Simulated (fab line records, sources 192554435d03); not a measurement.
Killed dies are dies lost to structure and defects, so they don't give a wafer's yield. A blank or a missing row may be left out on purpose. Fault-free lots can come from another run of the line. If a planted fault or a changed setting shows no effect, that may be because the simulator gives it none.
fab line records	flow n5-finfet
record lots=12	wafers=35	last-day=18
route steps=1938 shown MOL_CONTACT_COAG@619 TV_LITHO@1883 PAD_METAL@1895 PASSIVATION@1929
lots with no fault: from the same line, run without faults
start-h: start of the lot's first displayed wafer, in hours after the record's first day	wait-h: hours elapsed since this lot's preceding step	" the same as in the row above	L1.1+2: a single row standing in for several wafers	- no value, or no start given	* or withheld: withheld	< > ~ a bound
route shown NAME@n: NAME is a module with steps in the file, n the number in the route of the first one	usual: the fault-free wafers' mean and standard deviation	same: alike in all rows	chamber/n: place in a boat	sites: each site's reading	_std_site: the standard deviation of these	_edge_site: mean of outer sites minus mean of inner sites	radius-mm: how far each site lies from the wafer's centre	mask NAME#n: copy n	behind: the most recent tool/chamber to have shaped the wafer	hold: cause of the lot's hold/its duration in hours/its outcome	device: whichever transistor did not switch (one of n, p or np)	end of line: at the end of the route, the tests of the same wafers	a step without rows: its recipe alone	killed: the dies lost at the first sort to structure and to defects; this is not the yield of the wafer	map: dies across one wafer; x = killed, . = not, _ = none there
set.NAME: the run value of the setting; set.NAME@STEP: its run value at that earlier step	model.NAME: the simulator's own value behind a step, which no gauge read
a sample of lots followed through the steps of the route, with each step as a table and each wafer as a row
services: the hour from which a tool's chamber was out of use, counted from the record's first day as start-h (under 0 if before that day), plus the number of hours and why
## steps
# step N5_MOL_CONTACT_COAG_STRIP_49
# recipe chemistry=N2/H2	time-s=30	power-w=1000	temp-c=250	pressure-mtorr=withheld	n2-flow-sccm=1750	h2-flow-sccm=3250
# usual drypump-motor-current-A=5.7/0.41	heater-power-w=358/24
lot.wafer	tool	chamber	start-h	wait-h	drypump-motor-current-A	heater-power-w	rf-hours-counter-h
L420.1	plasma-asher-01	1	102.75	-	6.2	384	51
L420.4	"	1	"	"	6.2	398	-
L420.6	"	0	"	"	5.5	355	-
L421.2	plasma-asher-01	1	107.60	-	6.2	387	52
L421.3	"	0	"	"	5.4	353	-
L421.6	"	0	"	"	5.5	353	-
L422.1	plasma-asher-01	0	123.17	-	5.4	359	55
L422.3	"	0	"	"	5.5	353	-
L422.6	"	0	"	"	5.5	362	-
L424.2	plasma-asher-02	1	126.16	-	5.7	328	87
L424.3	"	1	"	"	5.7	318	-
L424.5	"	0	"	"	5.1	359	-
L423.2	plasma-asher-02	1	126.59	-	5.8	330	87
L423.6	"	0	"	"	5.1	366	-
L427.1	plasma-asher-02	0	142.07	-	5.1	374	90
L427.2	"	1	"	"	5.8	309	90
L427.4	"	1	"	"	5.8	314	-
L431.1	plasma-asher-02	1	168.81	-	5.7	316	96
L431.3	"	1	"	"	5.8	315	-
L431.5	"	0	"	"	5.1	371	-
L432.1	plasma-asher-02	1	178.29	-	5.8	321	98
L432.3	"	1	"	"	5.8	324	-
L432.6	"	0	"	"	5.1	369	-
L433.2	plasma-asher-02	1	178.82	-	5.7	322	98
L433.5	"	0	"	"	5.1	367	-
L433.6	"	1	"	"	5.7	321	-
L436.3	plasma-asher-01	1	198.67	-	6.2	389	-
L436.4	"	0	"	"	5.4	363	-
L436.6	"	1	"	"	6.2	391	-
L442.4	plasma-asher-01	1	235.89	-	6.2	393	-
L442.5	"	1	"	"	6.2	389	-
L442.6	"	0	"	"	5.5	352	-
L443.2	plasma-asher-01	1	241.15	-	6.2	372	79
L443.3	"	0	"	"	5.5	346	-
L443.6	"	0	"	"	5.4	354	-
# step N5_PASSIVATION_CD_MEAS_10
# recipe target-cd-nm=3000	landing-energy-ev=500	detector=se-inlens
# usual cd-nm=3002/3
lot.wafer	tool	chamber	start-h	wait-h	cd-nm
L420.1	cd-sem-01	0	275.92	-	3004
L420.4	"	0	"	"	3006
L420.6	"	0	"	"	3001
L421.2	cd-sem-02	0	286.10	-	3000
L421.3	"	0	"	"	3004
L421.6	"	0	"	"	2999
L422.1	cd-sem-02	0	302.35	-	3000
L422.3	"	0	"	"	3000
L422.6	"	0	"	"	2997
L424.2	cd-sem-02	0	302.92	-	3005
L424.3	"	0	"	"	3003
L424.5	"	0	"	"	3002
L427.1	cd-sem-02	0	314.70	-	3002
L427.2	"	0	"	"	3005
L427.4	"	0	"	"	3008
L423.2	cd-sem-01	0	318.44	-	3001
L423.6	"	0	"	"	3001
L431.1	cd-sem-02	0	338.14	-	3005
L431.3	"	0	"	"	2998
L431.5	"	0	"	"	3003
L433.2	cd-sem-03	0	342.74	-	3005
L433.5	"	0	"	"	3000
L433.6	"	0	"	"	3003
L432.1	cd-sem-02	0	345.11	-	3000
L432.3	"	0	"	"	3002
L432.6	"	0	"	"	3003
L436.3	cd-sem-03	0	384.89	-	3004
L436.4	"	0	"	"	3003
L436.6	"	0	"	"	3006
L443.2	cd-sem-01	0	414.24	-	3008
L443.3	"	0	"	"	3001
L443.6	"	0	"	"	3004
L442.4	cd-sem-03	0	424.22	-	3001
L442.5	"	0	"	"	3003
L442.6	"	0	"	"	3000
# step N5_PASSIVATION_SPUTTER_20
# recipe material=TaN	target-thk-a=500	temp-c=25	chamber-pressure-pa=0.4
# usual throttle-valve-pct=30.0/0.79
lot.wafer	tool	chamber	start-h	wait-h	throttle-valve-pct
L420.1	pvd-sputter-03	-	277.20	0.0	31.2
L420.4	"	-	"	"	30.7
L420.6	"	-	"	"	31.0
L421.2	pvd-sputter-03	-	287.27	0.0	30.5
L421.3	"	-	"	"	29.4
L421.6	"	-	"	"	31.3
L422.1	pvd-sputter-03	-	303.38	0.0	30.8
L422.3	"	-	"	"	30.2
L422.6	"	-	"	"	31.0
L424.2	pvd-sputter-03	-	304.18	0.0	29.8
L424.3	"	-	"	"	30.3
L424.5	"	-	"	"	30.8
L427.1	pvd-sputter-02	-	316.06	0.0	27.6
L427.2	"	-	"	"	30.7
L427.4	"	-	"	"	30.0
L423.2	pvd-sputter-01	-	319.60	0.0	29.8
L423.6	"	-	"	"	29.8
L431.1	pvd-sputter-01	-	342.36	0.0	30.3
L431.3	"	-	"	"	29.9
L431.5	"	-	"	"	30.0
L433.2	pvd-sputter-01	-	343.69	0.0	30.6
L433.5	"	-	"	"	30.1
L433.6	"	-	"	"	29.3
L432.1	pvd-sputter-03	-	347.08	0.0	30.1
L432.3	"	-	"	"	29.8
L432.6	"	-	"	"	29.9
L436.3	pvd-sputter-02	-	386.30	0.0	30.4
L436.4	"	-	"	"	27.7
L436.6	"	-	"	"	30.4
L443.2	pvd-sputter-01	-	416.19	0.0	30.0
L443.3	"	-	"	"	30.1
L443.6	"	-	"	"	29.9
L442.4	pvd-sputter-03	-	426.77	0.0	30.3
L442.5	"	-	"	"	30.7
L442.6	"	-	"	"	29.9
# step N5_PASSIVATION_PASS_ETCH_47
# recipe chemistry=CF4/O2	target=SiNx	target-depth-a=7700	time-s=385	ion-energy-ev=100	pressure-mtorr=40	source-w=535	bias-w=49	Ar_flow_sccm=100	cf4-flow-sccm=100	O2_flow_sccm=10
# usual drypump-motor-current-A=6.0/0.46	oes_f_703_au=0.80/0.076	oes-product-au=0.80/0.08	rf-vpp-V=239/5.9	showerhead-plenum-p-Torr=2.19/0.068	throttle-valve-pct=15.80/0.15
lot.wafer	tool	chamber	start-h	wait-h	drypump-motor-current-A	oes_f_703_au	oes-product-au	rf-hours-counter-h	rf-vpp-V	showerhead-plenum-p-Torr	throttle-valve-pct
L420.1	rie-diel-02	2	279.99	0.0	5.9	0.92	0.95	17	242	2.19	15.65
L420.4	"	3	"	"	6.8	0.87	0.93	8	248	2.16	15.84
L420.6	"	2	"	"	5.9	0.92	0.94	-	241	2.19	15.64
L421.2	rie-diel-02	3	290.25	0.0	6.8	0.87	0.91	11	248	2.15	15.85
L421.3	"	2	"	"	5.9	0.91	0.94	21	240	2.18	15.65
L421.6	"	1	"	"	6.3	0.80	0.80	-	230	2.23	15.87
L422.1	rie-diel-04	1	305.92	0.0	5.9	0.83	0.85	39	241	2.23	15.61
L422.3	"	2	"	"	6.0	0.78	0.77	123	236	2.30	15.91
L422.6	"	0	"	"	5.9	0.82	0.82	-	239	2.29	15.91
L424.2	rie-diel-02	1	306.92	0.0	6.3	0.79	0.79	103	229	2.23	15.88
L424.3	"	3	"	"	6.8	0.85	0.90	17	249	2.15	15.85
L424.5	"	2	"	"	5.9	0.89	0.93	-	241	2.18	15.68
L427.1	rie-diel-02	3	319.60	0.0	6.8	0.84	0.89	23	250	2.15	15.87
L427.2	"	0	"	"	5.8	0.69	0.69	233	237	2.08	15.85
L427.4	"	2	"	"	5.8	0.89	0.92	32	240	2.18	15.71
L423.2	rie-diel-02	1	322.18	0.0	6.3	0.79	0.78	109	227	2.22	15.88
L423.6	"	3	"	"	6.8	0.83	0.89	-	248	2.15	15.86
L431.1	rie-diel-06	0	344.92	0.0	6.4	0.72	0.71	197	242	2.20	15.89
L431.3	"	1	"	"	5.7	0.74	0.75	153	238	2.12	15.80
L431.5	"	1	"	"	5.8	0.75	0.75	-	239	2.12	15.80
L433.2	rie-diel-06	0	346.25	0.0	6.4	0.71	0.70	198	240	2.20	15.87
L433.5	"	3	"	"	6.4	0.72	0.73	-	247	2.29	15.91
L433.6	"	2	"	"	4.9	0.95	0.93	-	232	2.17	15.51
L432.1	rie-diel-02	3	349.97	0.0	6.8	0.82	0.86	33	250	2.15	15.88
L432.3	"	1	"	"	6.3	0.78	0.78	119	230	2.22	15.94
L432.6	"	1	"	"	6.3	0.78	0.77	-	229	2.22	15.92
L436.3	rie-diel-04	3	389.10	0.0	5.8	0.90	0.85	59	236	2.34	15.42
L436.4	"	0	"	"	5.9	0.78	0.79	113	240	2.28	15.95
L436.6	"	0	"	"	5.9	0.79	0.79	-	240	2.28	15.96
L443.2	rie-diel-04	0	419.24	0.0	5.9	0.78	0.78	124	240	2.27	16.00
L443.3	"	2	"	"	6.0	0.76	0.75	159	236	2.29	15.98
L443.6	"	1	"	"	5.8	0.78	0.79	-	240	2.21	15.70
L442.4	rie-diel-06	1	429.55	0.1	5.8	0.72	0.73	-	239	2.11	15.87
L442.5	"	2	"	"	4.9	0.90	0.89	-	233	2.16	15.58
L442.6	"	3	"	"	6.4	0.70	0.71	-	247	2.28	15.98
# step N5_PASSIVATION_PROBE_49
# usual killed_at_M0_to_M3=32/11	killed_at_M4_up=12/4.4	killed-at-contacts=13/6.1	killed-at-front-end=39/12	killed-at-other=3.9/3	killed-dies=100/17	killed-on-rim=13/3.9	killed-open=66/12	killed-short=33/7.4
# same gross-dies=1180	killed-at-back-side=0
lot.wafer	tool	chamber	start-h	wait-h	killed_at_M0_to_M3	killed_at_M4_up	killed-at-contacts	killed-at-front-end	killed-at-other	killed-dies	killed-on-rim	killed-open	killed-short
L420.1	prober-02	-	283.00	0.0	30	16	19	28	7	100	11	68	31
L420.4	prober-02	-	283.15	0.2	24	13	23	46	3	109	16	80	29
L420.6	prober-02	-	283.25	0.3	37	15	26	39	4	121	16	78	35
L421.2	prober-01	-	293.30	0.1	42	13	2	34	5	96	13	61	33
L421.3	prober-01	-	293.35	0.1	55	8	4	47	4	118	19	67	48
L421.6	prober-01	-	293.50	0.3	26	8	10	34	3	81	11	53	25
L422.1	prober-01	-	308.97	0.0	31	21	4	30	4	90	11	60	30
L422.3	prober-01	-	309.07	0.1	26	12	14	44	7	103	10	67	33
L422.6	prober-01	-	309.22	0.3	28	17	16	33	0	94	12	67	27
L424.2	prober-02	-	309.98	0.1	35	17	11	50	2	115	9	69	43
L424.3	prober-02	-	310.03	0.1	19	15	19	43	4	100	11	58	38
L424.5	prober-02	-	310.13	0.2	19	10	20	34	3	86	14	59	23
L427.1	prober-01	-	322.64	0.0	31	5	13	39	4	92	8	55	35
L427.2	prober-01	-	322.69	0.1	33	3	7	58	1	102	13	69	33
L427.4	prober-01	-	322.79	0.2	51	5	18	19	5	98	16	62	36
L423.2	prober-01	-	325.23	0.1	40	7	18	38	8	111	14	80	29
L423.6	prober-01	-	325.43	0.3	37	10	10	40	2	99	16	61	35
L431.1	prober-01	-	347.92	0.0	55	9	101	33	1	199	32	80	31
L431.3	prober-01	-	348.02	0.1	46	10	104	51	2	213	37	82	49
L431.5	prober-01	-	348.12	0.2	62	15	123	30	1	231	32	93	42
L433.2	prober-02	-	349.30	0.1	22	7	88	31	0	148	23	41	23
L433.5	prober-02	-	349.45	0.2	35	20	106	31	2	194	28	49	42
L433.6	prober-02	-	349.50	0.3	21	11	84	33	1	150	25	44	31
L432.1	prober-02	-	353.61	0.0	34	7	101	56	7	205	30	80	37
L432.3	prober-02	-	353.71	0.1	30	8	81	49	4	172	26	68	27
L432.6	prober-02	-	353.86	0.3	29	16	108	47	11	211	28	68	42
L436.3	prober-01	-	392.21	0.1	19	16	23	25	1	84	15	63	20
L436.4	prober-01	-	392.26	0.2	19	13	12	27	2	73	12	50	22
L436.6	prober-01	-	392.36	0.3	26	20	12	25	3	86	9	57	27
L443.2	prober-02	-	422.30	0.1	21	9	17	40	8	95	15	68	22
L443.3	prober-02	-	422.35	0.1	35	10	12	52	10	119	17	74	44
L443.6	prober-02	-	422.50	0.3	19	14	12	36	15	96	13	62	32
L442.4	prober-01	-	432.62	0.2	28	8	14	51	9	110	9	76	29
L442.5	prober-01	-	432.67	0.2	39	13	10	47	5	114	13	72	42
L442.6	prober-01	-	432.72	0.3	35	5	22	54	7	123	12	84	39
# killed by level:class
L420.1 MOL_CONTACT_COAG:geometric-particle:open=14 FIN_SAQP:geometric-particle:open=8 BEOL_M0_SAQP:geometric-particle:open=8 MOL_CONTACT_COAG:geometric-particle:short=5 STI_FIN_REVEAL:geometric-particle:open=5 BEOL_M2:geometric-particle:open=5 BEOL_M3:geometric-particle:open=5 FIN_SAQP:geometric-particle:short=4
L420.4 MOL_CONTACT_COAG:geometric-particle:open=22 STI_FIN_REVEAL:geometric-particle:open=16 BEOL_M1:geometric-particle:open=7 FIN_SAQP:geometric-particle:open=6 BEOL_M2:geometric-particle:open=6 FIN_SAQP:geometric-particle:short=5 ILD0:geometric-particle:short=5 ILD0:geometric-particle:open=4
L420.6 MOL_CONTACT_COAG:geometric-particle:open=20 BEOL_M0_SAQP:geometric-particle:open=11 BEOL_M2:geometric-particle:open=9 BEOL_M0_SAQP:geometric-particle:short=8 HKMG_FIN:area-etch=8 GATE_CUT:geometric-particle:open=6 MOL_CONTACT_COAG:geometric-particle:short=6 FIN_SAQP:geometric-particle:open=5
L421.2 BEOL_M0_SAQP:geometric-particle:short=11 BEOL_M0_SAQP:geometric-particle:open=10 STI_FIN_REVEAL:geometric-particle:open=9 BEOL_M2:geometric-particle:open=9 BEOL_M4:geometric-particle:open=8 FIN_SAQP:geometric-particle:open=6 BEOL_M3:geometric-particle:open=6 STI_FIN_REVEAL:geometric-particle:short=5
L421.3 BEOL_M0_SAQP:geometric-particle:short=13 STI_FIN_REVEAL:geometric-particle:open=11 BEOL_M0_SAQP:geometric-particle:open=11 FIN_SAQP:geometric-particle:open=8 BEOL_M2:geometric-particle:open=7 GATE_CUT:geometric-particle:short=6 BEOL_M3:geometric-particle:open=5 BEOL_M4:geometric-particle:open=5
L421.6 STI_FIN_REVEAL:geometric-particle:open=10 MOL_CONTACT_COAG:geometric-particle:open=9 FIN_SAQP:geometric-particle:short=5 BEOL_M3:geometric-particle:open=5 FIN_SAQP:geometric-particle:open=4 BEOL_M0_SAQP:geometric-particle:short=4 BEOL_M1:geometric-particle:open=4 DUMMY_GATE:geometric-particle:open=3
L422.1 BEOL_M4:geometric-particle:open=10 BEOL_M2:geometric-particle:open=9 GATE_CUT:geometric-particle:short=8 BEOL_M0_SAQP:geometric-particle:short=6 FIN_SAQP:geometric-particle:open=5 BEOL_M1:geometric-particle:open=5 ILD0:geometric-particle:short=4 BEOL_M0_SAQP:geometric-particle:open=4
L422.3 STI_FIN_REVEAL:geometric-particle:open=11 MOL_CONTACT_COAG:geometric-particle:open=11 BEOL_M1:geometric-particle:open=8 BEOL_M2:geometric-particle:open=7 FIN_SAQP:geometric-particle:short=5 DUMMY_GATE:geometric-particle:open=5 BEOL_M1:geometric-particle:short=5 ILD0:geometric-particle:open=4
L422.6 MOL_CONTACT_COAG:geometric-particle:open=13 BEOL_M1:geometric-particle:open=11 FIN_SAQP:geometric-particle:short=9 BEOL_M4:geometric-particle:open=6 FIN_SAQP:geometric-particle:open=5 STI_FIN_REVEAL:geometric-particle:open=5 BEOL_M0_SAQP:geometric-particle:open=5 BEOL_M2:geometric-particle:open=5
L424.2 FIN_SAQP:geometric-particle:open=19 BEOL_M0_SAQP:geometric-particle:short=11 FIN_SAQP:geometric-particle:short=10 MOL_CONTACT_COAG:geometric-particle:open=7 BEOL_M2:geometric-particle:open=6 DUMMY_GATE:geometric-particle:open=5 BEOL_M0_SAQP:geometric-particle:open=5 BEOL_M3:geometric-particle:open=5
L424.3 FIN_SAQP:geometric-particle:open=14 MOL_CONTACT_COAG:geometric-particle:open=13 BEOL_M0:geometric-particle:open=5 BEOL_M5:geometric-particle:short=5 STI_FIN_REVEAL:geometric-particle:open=4 BEOL_M0_SAQP:geometric-particle:short=4 DUMMY_GATE:geometric-particle:open=4 ILD0:geometric-particle:short=4
L424.5 MOL_CONTACT_COAG:geometric-particle:open=18 FIN_SAQP:geometric-particle:open=10 FIN_SAQP:geometric-particle:short=8 STARTING-WAFER:geometric-particle:open=6 BEOL_M0_SAQP:geometric-particle:open=5 DUMMY_GATE:geometric-particle:open=4 BEOL_M4:geometric-particle:open=4 BEOL_M0_SAQP:geometric-particle:short=3
L427.1 MOL_CONTACT_COAG:geometric-particle:open=11 BEOL_M0_SAQP:geometric-particle:short=8 STI_FIN_REVEAL:geometric-particle:open=6 DUMMY_GATE:geometric-particle:open=6 GATE_CUT:geometric-particle:short=6 BEOL_M0:geometric-particle:open=5 STARTING-WAFER:geometric-particle:open=5 GATE_CUT:geometric-particle:open=4
L427.2 STI_FIN_REVEAL:geometric-particle:open=18 FIN_SAQP:geometric-particle:open=13 BEOL_M0_SAQP:geometric-particle:open=12 BEOL_M0_SAQP:geometric-particle:short=11 FIN_SAQP:geometric-particle:short=9 MOL_CONTACT_COAG:geometric-particle:open=6 BEOL_M3:geometric-particle:open=5 GATE_CUT:geometric-particle:short=4
L427.4 MOL_CONTACT_COAG:geometric-particle:open=14 BEOL_M0_SAQP:geometric-particle:open=11 BEOL_M0_SAQP:geometric-particle:short=11 BEOL_M3:geometric-particle:open=10 BEOL_M1:geometric-particle:open=6 BEOL_M3:geometric-particle:short=5 MOL_CONTACT_COAG:geometric-particle:short=4 FIN_SAQP:geometric-particle:short=3
L423.2 BEOL_M1:geometric-particle:open=11 BEOL_M2:geometric-particle:open=11 FIN_SAQP:geometric-particle:open=10 MOL_CONTACT_COAG:geometric-particle:open=9 MOL_CONTACT_COAG:geometric-particle:short=8 BEOL_M0_SAQP:geometric-particle:open=7 BEOL_M3:geometric-particle:open=5 STI_FIN_REVEAL:geometric-particle:open=4
L423.6 FIN_SAQP:geometric-particle:short=14 BEOL_M1:geometric-particle:open=10 MOL_CONTACT_COAG:geometric-particle:open=8 BEOL_M0_SAQP:geometric-particle:open=7 DUMMY_GATE:geometric-particle:open=5 GATE_CUT:geometric-particle:short=5 BEOL_M0_SAQP:geometric-particle:short=5 BEOL_M8:geometric-particle:open=4
L431.1 MOL_CONTACT_COAG:unspecified=86 BEOL_M0_SAQP:geometric-particle:open=12 STI_FIN_REVEAL:geometric-particle:open=11 MOL_CONTACT_COAG:geometric-particle:open=11 BEOL_M2:geometric-particle:open=11 BEOL_M0_SAQP:geometric-particle:short=10 BEOL_M1:geometric-particle:open=8 BEOL_M3:geometric-particle:open=8
L431.3 MOL_CONTACT_COAG:unspecified=81 STI_FIN_REVEAL:geometric-particle:open=23 BEOL_M0_SAQP:geometric-particle:open=16 BEOL_M0_SAQP:geometric-particle:short=15 MOL_CONTACT_COAG:geometric-particle:open=14 MOL_CONTACT_COAG:geometric-particle:short=9 BEOL_M2:geometric-particle:open=8 STI_FIN_REVEAL:geometric-particle:short=7
L431.5 MOL_CONTACT_COAG:unspecified=93 MOL_CONTACT_COAG:geometric-particle:open=27 BEOL_M0_SAQP:geometric-particle:short=23 BEOL_M0_SAQP:geometric-particle:open=16 STI_FIN_REVEAL:geometric-particle:open=14 BEOL_M2:geometric-particle:open=9 BEOL_M3:geometric-particle:open=4 BEOL_M4:geometric-particle:open=4
L433.2 MOL_CONTACT_COAG:unspecified=82 BEOL_M3:geometric-particle:open=7 FIN_SAQP:geometric-particle:short=6 STI_FIN_REVEAL:geometric-particle:open=6 MOL_CONTACT_COAG:geometric-particle:open=5 STARTING-WAFER:geometric-particle:short=5 GATE_CUT:geometric-particle:short=4 BEOL_M1:geometric-particle:open=4
L433.5 MOL_CONTACT_COAG:unspecified=101 BEOL_M0_SAQP:geometric-particle:short=13 BEOL_M0_SAQP:geometric-particle:open=11 BEOL_M1:geometric-particle:open=8 BEOL_M4:geometric-particle:open=6 GATE_CUT:geometric-particle:short=5 GATE_CUT:geometric-particle:open=5 BEOL_M4:geometric-particle:short=5
L433.6 MOL_CONTACT_COAG:unspecified=75 FIN_SAQP:geometric-particle:short=10 BEOL_M2:geometric-particle:open=6 MOL_CONTACT_COAG:geometric-particle:open=6 BEOL_M4:geometric-particle:open=6 DUMMY_GATE:geometric-particle:open=4 DUMMY_GATE:geometric-particle:short=3 GATE_CUT:geometric-particle:open=3
L432.1 MOL_CONTACT_COAG:unspecified=85 STI_FIN_REVEAL:geometric-particle:open=15 FIN_SAQP:geometric-particle:short=12 FIN_SAQP:geometric-particle:open=12 MOL_CONTACT_COAG:geometric-particle:open=11 BEOL_M0_SAQP:geometric-particle:open=11 BEOL_M0_SAQP:geometric-particle:short=9 BEOL_M1:geometric-particle:open=7
L432.3 MOL_CONTACT_COAG:unspecified=74 STI_FIN_REVEAL:geometric-particle:open=18 DUMMY_GATE:geometric-particle:open=9 BEOL_M3:geometric-particle:open=8 FIN_SAQP:geometric-particle:short=5 BEOL_M1:geometric-particle:open=5 BEOL_M2:geometric-particle:open=5 STARTING-WAFER:geometric-particle:open=5
L432.6 MOL_CONTACT_COAG:unspecified=98 STI_FIN_REVEAL:geometric-particle:open=19 FIN_SAQP:geometric-particle:short=8 BEOL_M0_SAQP:geometric-particle:open=8 MOL_CONTACT_COAG:geometric-particle:open=8 BEOL_M0_SAQP:geometric-particle:short=7 BEOL_M1:geometric-particle:open=6 BEOL_M4:geometric-particle:open=5
L436.3 MOL_CONTACT_COAG:geometric-particle:open=19 BEOL_M4:geometric-particle:open=13 GATE_CUT:geometric-particle:short=7 BEOL_M2:geometric-particle:open=7 STI_FIN_REVEAL:geometric-particle:open=4 MOL_CONTACT_COAG:geometric-particle:short=3 BEOL_M0_SAQP:geometric-particle:open=3 BEOL_M1:geometric-particle:open=3
L436.4 MOL_CONTACT_COAG:geometric-particle:open=10 FIN_SAQP:geometric-particle:open=6 BEOL_M2:geometric-particle:open=6 BEOL_M0_SAQP:geometric-particle:open=5 BEOL_M4:geometric-particle:open=5 STARTING-WAFER:geometric-particle:short=5 FIN_SAQP:geometric-particle:short=4 GATE_CUT:geometric-particle:open=3
L436.6 BEOL_M4:geometric-particle:open=13 MOL_CONTACT_COAG:geometric-particle:open=9 BEOL_M1:geometric-particle:open=8 DUMMY_GATE:geometric-particle:open=4 GATE_CUT:geometric-particle:open=4 GATE_CUT:geometric-particle:short=4 BEOL_M0_SAQP:geometric-particle:open=4 BEOL_M3:geometric-particle:short=4
L443.2 MOL_CONTACT_COAG:geometric-particle:open=14 FIN_SAQP:geometric-particle:open=10 DUMMY_GATE:geometric-particle:open=7 GATE_CUT:geometric-particle:open=6 BEOL_M1:geometric-particle:open=4 GATE_CUT:geometric-particle:short=4 BEOL_M2:geometric-particle:open=4 BEOL_M3:geometric-particle:open=4
L443.3 BEOL_M2:geometric-particle:open=9 DUMMY_GATE:geometric-particle:open=9 GATE_CUT:geometric-particle:open=9 GATE_CUT:geometric-particle:short=9 FIN_SAQP:geometric-particle:open=8 MOL_CONTACT_COAG:geometric-particle:open=8 BEOL_M0_SAQP:geometric-particle:short=8 FIN_SAQP:geometric-particle:short=6
L443.6 MOL_CONTACT_COAG:geometric-particle:open=8 PASS1_CAP:geometric-particle:short=7 DUMMY_GATE:geometric-particle:open=6 GATE_CUT:geometric-particle:open=6 BEOL_M2:geometric-particle:open=5 BEOL_M4:geometric-particle:open=4 GATE_CUT:geometric-particle:short=4 MOL_CONTACT_COAG:geometric-particle:short=4
L442.4 FIN_SAQP:geometric-particle:open=19 MOL_CONTACT_COAG:geometric-particle:open=11 BEOL_M0:geometric-particle:open=6 BEOL_M0_SAQP:geometric-particle:short=5 BEOL_M0_SAQP:geometric-particle:open=5 HKMG_FIN:area-etch=5 FIN_SAQP:geometric-particle:short=4 DUMMY_GATE:geometric-particle:open=4
L442.5 FIN_SAQP:geometric-particle:open=11 BEOL_M0_SAQP:geometric-particle:open=11 BEOL_M3:geometric-particle:open=9 GATE_CUT:geometric-particle:short=8 BEOL_M0_SAQP:geometric-particle:short=8 BEOL_M4:geometric-particle:open=8 MOL_CONTACT_COAG:geometric-particle:open=6 BEOL_M1:geometric-particle:open=6
L442.6 MOL_CONTACT_COAG:geometric-particle:open=16 BEOL_M2:geometric-particle:open=9 FIN_SAQP:geometric-particle:open=8 STI_FIN_REVEAL:geometric-particle:open=7 BEOL_M3:geometric-particle:open=7 MOL_CONTACT_COAG:geometric-particle:short=6 FIN_SAQP:geometric-particle:short=5 DUMMY_GATE:geometric-particle:open=5
## services
tool	chamber	start-h	hours	kind
rie-diel-02	2	98.16	2.6	repair
pvd-sputter-03	-	114.05	5.8	repair
rie-diel-02	3	114.24	1.8	repair
rie-diel-04	-	137.64	1.0	repair
pvd-sputter-02	-	138.18	3.5	repair
plasma-asher-01	-	148.73	0.3	repair
plasma-asher-01	-	155.41	2.2	repair
rie-diel-02	-	158.13	14.6	pm
rie-diel-06	2	189.17	6.4	repair
rie-diel-06	-	195.09	0.2	repair
plasma-asher-01	-	201.50	0.9	repair
plasma-asher-02	-	205.23	9.1	repair
plasma-asher-01	-	228.72	2.8	pm
plasma-asher-02	-	238.28	2.5	repair
plasma-asher-01	-	244.26	1.2	repair
plasma-asher-02	-	252.61	1.0	repair
rie-diel-06	-	279.75	0.6	repair
plasma-asher-01	-	280.75	11.9	repair
pvd-sputter-02	-	339.91	4.3	repair
rie-diel-04	2	365.46	5.0	repair
plasma-asher-01	-	370.38	3.3	repair
rie-diel-04	-	376.07	3.0	repair
pvd-sputter-03	-	380.55	4.1	repair
rie-diel-06	2	398.58	13.6	repair
## key
first-sign step=N5_PASSIVATION_PROBE_49	reading=killed-at-contacts	direction=up	sigmas=14	usual=13	struck=100
effect step=N5_PASSIVATION_PROBE_49	reading=killed-dies	direction=up	sigmas=5.4	usual=100	struck=191
more-kills-born-at N5_MOL_CONTACT_COAG_STRIP_49@plasma-asher-02=775
met-at N5_MOL_CONTACT_COAG_STRIP_49
struck-lots L431,L432,L433
tester-left-out L431,L432,L433
not-acting-at N5_PASSIVATION_CD_MEAS_10,N5_PASSIVATION_SPUTTER_20,N5_PASSIVATION_PASS_ETCH_47
onset-between 142.07 168.81
fault kind=chamber-particle-source	tool=plasma-asher-02	chamber=-	onset-h=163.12	steps=N5_MOL_CONTACT_COAG_STRIP_49	rate-per-visit-cm2=0.66979	end-h=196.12
# tester-left-out: of these lots the tester's yield and bins aren't shown, on N5 and GAA mostly nor the transistor test; their killed dies are dies lost to structure and defects alone, not to doping, threshold or leakage, so they don't give the yield
